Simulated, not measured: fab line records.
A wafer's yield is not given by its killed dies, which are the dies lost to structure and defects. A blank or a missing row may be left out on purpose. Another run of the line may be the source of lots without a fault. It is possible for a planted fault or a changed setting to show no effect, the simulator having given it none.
What tool caused it?	flow n5_finfet	21 lots, 63 wafers sampled, at 5 steps of a route of 1938

== WHAT EACH GAUGE READ, for each wafer ==
N5_BEOL_M0_SAQP_OVL_MEAS_15. Usual: M0_CORE_OVL typically reads -0.6 nm, with standard deviation 0.67.
lot	measured	on	M0_CORE_OVL (nm)	flag
L074	day 5 15:14	overlay-02	-1.1 0.3 -0.2	
L075	day 5 20:40	overlay-01	0.0 -0.2 -1.3	
L076	day 6 00:29	overlay-01	-0.7 -0.9 -0.4	
L077	day 6 07:38	overlay-02	-1.2 0.2 -0.2	
L078	day 6 20:47	overlay-01	-0.8 -0.3 0.5	
L079	day 6 23:53	overlay-01	-0.7 -0.5 -0.4	
L080	day 7 03:19	overlay-02	-0.4 -0.4 -0.8	
L081	day 7 06:31	overlay-02	1.1 -0.3 -0.4	
L082	day 7 18:28	overlay-01	-0.4 -0.1 -0.6	
L084	day 8 09:46	overlay-01	-2.6 -1.8 -1.6	
L085	day 8 10:01	overlay-01	-1.9 -1.1 0.2	
L086	day 8 12:54	overlay-01	0.5 0.2 -0.3	
L087	day 9 09:41	overlay-01	-0.5 -0.6 -0.7	
L089	day 9 15:03	overlay-01	0.5 -1.1 -0.3	
L090	day 9 17:08	overlay-02	-1.2 -0.4 -0.8	
L092	day 10 08:20	overlay-02	0.1 0.2 -1.1	
L093	day 10 17:05	overlay-01	-0.9 -0.8 0.2	
L094	day 10 20:58	overlay-02	-1.0 -1.0 -1.2	
L095	day 11 00:10	overlay-01	-0.6 -0.3 -0.7	
L096	day 11 03:06	overlay-02	0.0 -0.2 -1.5	
L097	day 11 06:07	overlay-01	-1.3 -1.9 -1.8	

== EACH LOT AND THE TOOL THAT RAN IT (in order: tool; ch and the chambers of the sampled wafers; start) ==
lot	N5_MOL_CONTACT_COAG_ETCHBACK_132	N5_MOL_CONTACT_COAG_ETCHBACK_135	N5_BEOL_M0_SAQP_HM_DEP_02	N5_BEOL_M0_SAQP_PECVD_03
L074	rie_diel-05 ch 1,2,3, day 5 07:31	rie_diel-05 ch 1,2,3, day 5 07:38	pvd_sputter-03, day 5 14:31	pecvd-04 ch 0,1,2, day 5 14:39
L075	rie_diel-01 ch 1,2,3, day 5 12:44	rie_diel-01 ch 1,2,3, day 5 12:51	pvd_sputter-01, day 5 18:56	pecvd-01 ch 1,2, day 5 19:03
L076	rie_diel-01 ch 0,1,3, day 5 13:40	rie_diel-01 ch 0,1,3, day 5 13:47	pvd_sputter-03, day 5 23:38	pecvd-04 ch 0,2, day 5 23:45
L077	rie_diel-01 ch 0,2,3, day 5 22:52	rie_diel-01 ch 0,2,3, day 5 22:59	pvd_sputter-03, day 6 06:49	pecvd-01 ch 0,2, day 6 06:56
L078	rie_diel-05 ch 0,2,3, day 6 10:28	rie_diel-05 ch 0,2,3, day 6 10:35	pvd_sputter-01, day 6 19:57	pecvd-04 ch 1,2, day 6 20:04
L079	rie_diel-05 ch 0,1,3, day 6 12:41	rie_diel-05 ch 0,1,3, day 6 12:49	pvd_sputter-03, day 6 23:10	pecvd-04 ch 0,1, day 6 23:17
L080	rie_diel-05 ch 0,2,3, day 6 17:25	rie_diel-05 ch 0,2,3, day 6 17:33	pvd_sputter-02, day 7 02:36	pecvd-01 ch 0,1,2, day 7 02:43
L081	rie_diel-05 ch 0,2, day 6 23:43	rie_diel-05 ch 0,2, day 6 23:50	pvd_sputter-02, day 7 05:40	pecvd-04 ch 0,2, day 7 05:48
L082	rie_diel-04 ch 0,3, day 7 10:44	rie_diel-04 ch 0,3, day 7 10:52	pvd_sputter-03, day 7 17:38	pecvd-03 ch 0,2, day 7 17:45
L084	rie_diel-04 ch 0,2,3, day 7 22:10	rie_diel-04 ch 0,2,3, day 7 22:17	pvd_sputter-01, day 8 08:49	pecvd-01 ch 0,2, day 8 08:58
L085	rie_diel-04 ch 0,2,3, day 8 01:01	rie_diel-04 ch 0,2,3, day 8 01:08	pvd_sputter-03, day 8 09:09	pecvd-04 ch 0,2, day 8 09:16
L086	rie_diel-05 ch 1,3, day 8 05:43	rie_diel-05 ch 1,3, day 8 05:50	pvd_sputter-03, day 8 12:10	pecvd-03 ch 0,1, day 8 12:17
L087	rie_diel-04 ch 1,2,3, day 9 00:51	rie_diel-04 ch 1,2,3, day 9 00:58	pvd_sputter-03, day 9 08:50	pecvd-01 ch 0,1,2, day 9 08:58
L089	rie_diel-04 ch 0,1,2, day 9 05:50	rie_diel-04 ch 0,1,2, day 9 05:57	pvd_sputter-02, day 9 14:15	pecvd-04 ch 0,1, day 9 14:22
L090	rie_diel-05 ch 0,3, day 9 06:29	rie_diel-05 ch 0,3, day 9 06:36	pvd_sputter-03, day 9 16:17	pecvd-01 ch 0,2, day 9 16:24
L092	rie_diel-01 ch 0,1, day 9 23:49	rie_diel-01 ch 0,1, day 10 00:00	pvd_sputter-01, day 10 07:28	pecvd-01 ch 0,1, day 10 07:35
L093	rie_diel-01 ch 0,2, day 10 09:16	rie_diel-01 ch 0,2, day 10 09:23	pvd_sputter-01, day 10 16:14	pecvd-03 ch 1,2, day 10 16:22
L094	rie_diel-01 ch 0,2, day 10 10:12	rie_diel-01 ch 0,2, day 10 10:19	pvd_sputter-02, day 10 20:07	pecvd-04 ch 0,2, day 10 20:14
L095	rie_diel-04 ch 0,2,3, day 10 15:40	rie_diel-04 ch 0,2,3, day 10 15:47	pvd_sputter-01, day 10 23:27	pecvd-04 ch 0,1,2, day 10 23:35
L096	rie_diel-01 ch 1,2, day 10 16:48	rie_diel-01 ch 1,2, day 10 16:56	pvd_sputter-03, day 11 02:15	pecvd-01 ch 0,1,2, day 11 02:22
L097	rie_diel-04 ch 0,1,3, day 10 21:42	rie_diel-04 ch 0,1,3, day 10 21:49	pvd_sputter-02, day 11 05:24	pecvd-04 ch 0,2, day 11 05:31
- N5_MOL_CONTACT_COAG_ETCHBACK_132: etches SiO2 in CHF3, target depth 10 nm, time 6.7 s.
- N5_MOL_CONTACT_COAG_ETCHBACK_135: etches SiO2 in CHF3, target depth 25 nm, time 16.7 s.
- N5_BEOL_M0_SAQP_HM_DEP_02: deposits TiN, target thk 12 nm.
- N5_BEOL_M0_SAQP_PECVD_03: deposits SiCN from 3MS/NH3, target thk 12 nm, time 21.1 s.

== AS READ BY THE TOOLS THEMSELVES (means over the sampled wafers that have a number; for cases with no such wafer, the mark the record gives instead) ==
N5_MOL_CONTACT_COAG_ETCHBACK_132. Usual: chamber_pressure_mTorr 30.000 mTorr, standard deviation 0.025; drypump_motor_current_A 5.8 A, standard deviation 0.47; oes_product_au 0.78 a.u., standard deviation 0.085; rf_vpp_V 532 V, standard deviation 9.2; showerhead_plenum_p_Torr 2.44 Torr, standard deviation 0.047; throttle_valve_pct 18.64 %, standard deviation 0.18.
lot	tool	chamber_pressure_mTorr (mTorr)	drypump_motor_current_A (A)	oes_product_au (a.u.)	rf_vpp_V (V)	showerhead_plenum_p_Torr (Torr)	throttle_valve_pct (%)	flag
L074	rie_diel-05	29.996	6.0	0.72	532	2.47	18.68	
L075	rie_diel-01	30.012	5.9	0.80	539	2.45	18.63	
L076	rie_diel-01	29.989	5.8	0.80	536	2.45	18.69	
L077	rie_diel-01	30.004	5.7	0.77	533	2.44	18.73	
L078	rie_diel-05	30.007	5.9	0.73	531	2.47	18.63	
L079	rie_diel-05	30.021	5.9	0.73	525	2.47	18.72	
L080	rie_diel-05	29.978	5.9	0.74	529	2.47	18.63	
L081	rie_diel-05	29.969	5.6	0.75	533	2.47	18.61	
L082	rie_diel-04	29.982	6.1	0.86	530	2.45	18.48	
L084	rie_diel-04	30.024	5.5	0.88	529	2.41	18.61	
L085	rie_diel-04	29.998	5.5	0.87	528	2.41	18.61	
L086	rie_diel-05	29.993	6.1	0.69	527	2.46	18.81	
L087	rie_diel-04	29.992	5.2	0.84	525	2.37	18.68	
L089	rie_diel-04	30.008	5.8	0.85	522	2.44	18.53	
L090	rie_diel-05	30.002	5.9	0.72	520	2.45	18.71	
L092	rie_diel-01	29.979	5.9	0.72	542	2.45	18.61	
L093	rie_diel-01	29.994	5.6	0.78	531	2.43	18.61	
L094	rie_diel-01	30.022	5.7	0.87	534	2.43	18.40	
L095	rie_diel-04	30.004	5.5	0.84	528	2.41	18.64	
L096	rie_diel-01	30.003	5.9	0.89	541	2.44	18.31	
L097	rie_diel-04	30.002	5.8	0.80	525	2.39	18.59	

N5_MOL_CONTACT_COAG_ETCHBACK_135. Usual: chamber_pressure_mTorr 30.001 mTorr, standard deviation 0.029; drypump_motor_current_A 5.8 A, standard deviation 0.47; oes_product_au 0.78 a.u., standard deviation 0.085; rf_vpp_V 532 V, standard deviation 9; showerhead_plenum_p_Torr 2.44 Torr, standard deviation 0.047; throttle_valve_pct 18.64 %, standard deviation 0.18.
lot	tool	chamber_pressure_mTorr (mTorr)	drypump_motor_current_A (A)	oes_product_au (a.u.)	rf_vpp_V (V)	showerhead_plenum_p_Torr (Torr)	throttle_valve_pct (%)	flag
L074	rie_diel-05	29.986	6.0	0.73	532	2.47	18.66	
L075	rie_diel-01	30.000	5.8	0.80	539	2.45	18.64	
L076	rie_diel-01	29.968	5.8	0.79	535	2.45	18.71	
L077	rie_diel-01	29.977	5.7	0.76	532	2.44	18.74	
L078	rie_diel-05	30.022	5.9	0.75	529	2.47	18.62	
L079	rie_diel-05	30.029	5.9	0.73	526	2.47	18.73	
L080	rie_diel-05	30.012	5.9	0.73	530	2.47	18.64	
L081	rie_diel-05	30.028	5.7	0.75	532	2.47	18.61	
L082	rie_diel-04	29.982	6.1	0.86	530	2.45	18.49	
L084	rie_diel-04	30.004	5.5	0.88	529	2.41	18.61	
L085	rie_diel-04	29.977	5.5	0.88	529	2.41	18.61	
L086	rie_diel-05	29.981	6.1	0.69	527	2.46	18.82	
L087	rie_diel-04	30.017	5.2	0.84	525	2.37	18.70	
L089	rie_diel-04	30.008	5.8	0.84	522	2.44	18.54	
L090	rie_diel-05	30.003	5.9	0.72	521	2.45	18.72	
L092	rie_diel-01	30.001	5.9	0.72	542	2.45	18.62	
L093	rie_diel-01	30.051	5.6	0.77	531	2.43	18.61	
L094	rie_diel-01	30.011	5.7	0.88	534	2.43	18.41	
L095	rie_diel-04	30.017	5.5	0.85	529	2.41	18.65	
L096	rie_diel-01	30.015	5.9	0.89	541	2.44	18.31	
L097	rie_diel-04	30.028	5.8	0.80	526	2.39	18.60	

N5_BEOL_M0_SAQP_HM_DEP_02. Usual: substrate_temp_c 24.98 C, standard deviation 0.1; susceptor_temp_C 25.02 C, standard deviation 0.11; throttle_valve_pct 29.9 %, standard deviation 1.1.
lot	tool	substrate_temp_c (C)	susceptor_temp_C (C)	throttle_valve_pct (%)	flag
L074	pvd_sputter-03	24.97	25.09	30.2	
L075	pvd_sputter-01	24.93	24.92	30.6	
L076	pvd_sputter-03	24.93	24.96	28.8	
L077	pvd_sputter-03	24.99	24.98	29.0	
L078	pvd_sputter-01	24.98	24.96	29.6	
L079	pvd_sputter-03	25.00	25.10	29.4	
L080	pvd_sputter-02	25.06	24.99	31.3	
L081	pvd_sputter-02	24.95	25.13	30.6	
L082	pvd_sputter-03	24.98	24.87	29.0	
L084	pvd_sputter-01	24.98	25.03	29.8	
L085	pvd_sputter-03	25.00	25.01	29.6	
L086	pvd_sputter-03	25.07	25.04	29.8	
L087	pvd_sputter-03	24.91	25.09	29.7	
L089	pvd_sputter-02	24.95	25.06	30.8	
L090	pvd_sputter-03	25.08	25.03	30.4	
L092	pvd_sputter-01	24.93	24.91	29.6	
L093	pvd_sputter-01	24.96	25.02	29.7	
L094	pvd_sputter-02	25.03	24.95	30.6	
L095	pvd_sputter-01	25.04	25.00	28.8	
L096	pvd_sputter-03	24.94	25.02	29.1	
L097	pvd_sputter-02	24.90	25.10	30.6	

N5_BEOL_M0_SAQP_PECVD_03. Usual: chamber_pressure_Torr 3.000 Torr, standard deviation 0.0063; showerhead_plenum_p_Torr 3.666 Torr, standard deviation 0.014; throttle_valve_pct 9.0 %, standard deviation 0.58.
lot	tool	chamber_pressure_Torr (Torr)	showerhead_plenum_p_Torr (Torr)	throttle_valve_pct (%)	flag
L074	pecvd-04	2.997	3.672	9.0	
L075	pecvd-01	3.004	3.649	9.0	
L076	pecvd-04	3.000	3.669	9.2	
L077	pecvd-01	3.001	3.648	8.8	
L078	pecvd-04	3.002	3.685	9.0	
L079	pecvd-04	3.004	3.666	8.9	
L080	pecvd-01	2.993	3.655	9.1	
L081	pecvd-04	2.996	3.668	9.2	
L082	pecvd-03	2.999	3.672	9.4	
L084	pecvd-01	2.995	3.651	8.9	
L085	pecvd-04	3.000	3.670	9.1	
L086	pecvd-03	2.997	3.668	9.4	
L087	pecvd-01	3.001	3.654	9.0	
L089	pecvd-04	2.994	3.669	8.9	
L090	pecvd-01	3.002	3.655	9.4	
L092	pecvd-01	3.002	3.655	9.5	
L093	pecvd-03	3.004	3.673	8.3	
L094	pecvd-04	3.001	3.678	8.8	
L095	pecvd-04	2.999	3.675	8.8	
L096	pecvd-01	3.003	3.653	9.1	
L097	pecvd-04	3.004	3.675	8.9	

== THE ANSWER, worked out from the rows above alone ==
Rule: a lot counts as off when the mean over its wafers that have a number is more than 3 standard deviations away from the usual mean. A lot without any number at a reading at which 4 lots or more have one is off too. Where the step has rows for the other lots, those lots are counted as sound. First the gauges in route order, then the tools' own readings, where a lot's mean is used as printed above. At the first step where some lot is off, the reading lying furthest off is the one used; lots without a number count as furthest.
No lot is off on any of the readings shown, so nothing can be concluded from this.

== WHAT WAS PUT IN BY THE SIMULATOR ==
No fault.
